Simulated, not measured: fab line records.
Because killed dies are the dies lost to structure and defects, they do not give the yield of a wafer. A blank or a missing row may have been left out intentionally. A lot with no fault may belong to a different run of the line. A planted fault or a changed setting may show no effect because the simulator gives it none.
Chamber matching | flow n5 finfet | cmp-03 running N5_BEOL_M3_CMP_52: 4 sister chambers
The step polishes, stops on SiOC, t overpolish 6.8 s, target thk 40 nm. 4 wafers are shown with their chamber, then 8 later ones without.

== WAFERS WITH THEIR CHAMBER ==
wafer  | chamber | motor current A (A)
L081.4 | 1       | 6.3
L085.1 | 0       | 5.9
L085.6 | 3       | 6.4
L094.1 | 2       | 5.6

== WAFERS MISSING THEIR CHAMBER ==
wafer  | motor current A (A)
L094.5 | 5.6
L094.6 | 6.6
L096.3 | 5.9
L096.4 | 6.1
L096.6 | 6.3
L097.3 | 6.6
L097.4 | 6.1
L097.5 | 6.1

== CHAMBER TAKEN BY EACH ==
wafer  | from the rows above               | in truth
L094.5 | can't be placed: 2 or 0           | 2
L094.6 | can't be placed: 3 or 1           | 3
L096.3 | can't be placed: 0 or 2           | 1
L096.4 | can't be placed: 0 or 1 or 3 or 2 | 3
L096.6 | can't be placed: 1 or 3           | 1
L097.3 | can't be placed: 3 or 1           | 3
L097.4 | can't be placed: 0 or 1 or 3 or 2 | 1
L097.5 | can't be placed: 0 or 1 or 3 or 2 | 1
Placed correctly: 0 of 8. Can't be placed from these rows: 8 (the true chamber is among the candidates in 7). 0 placed wrongly.
How it was worked out, from the rows above alone: a wafer's distance from a chamber is the root of the sum, over the readings, of the square of ((its reading less the chamber's mean) divided by the reading's scatter). If the next closest chamber is less than 2 further off than the closest, the wafer can't be placed; otherwise it belongs to the closest. A chamber's mean is the mean of its shown wafers. The scatter (one wafer shown for each chamber): square how far every hidden wafer sits from the nearest shown wafer, average those squares and take the square root.
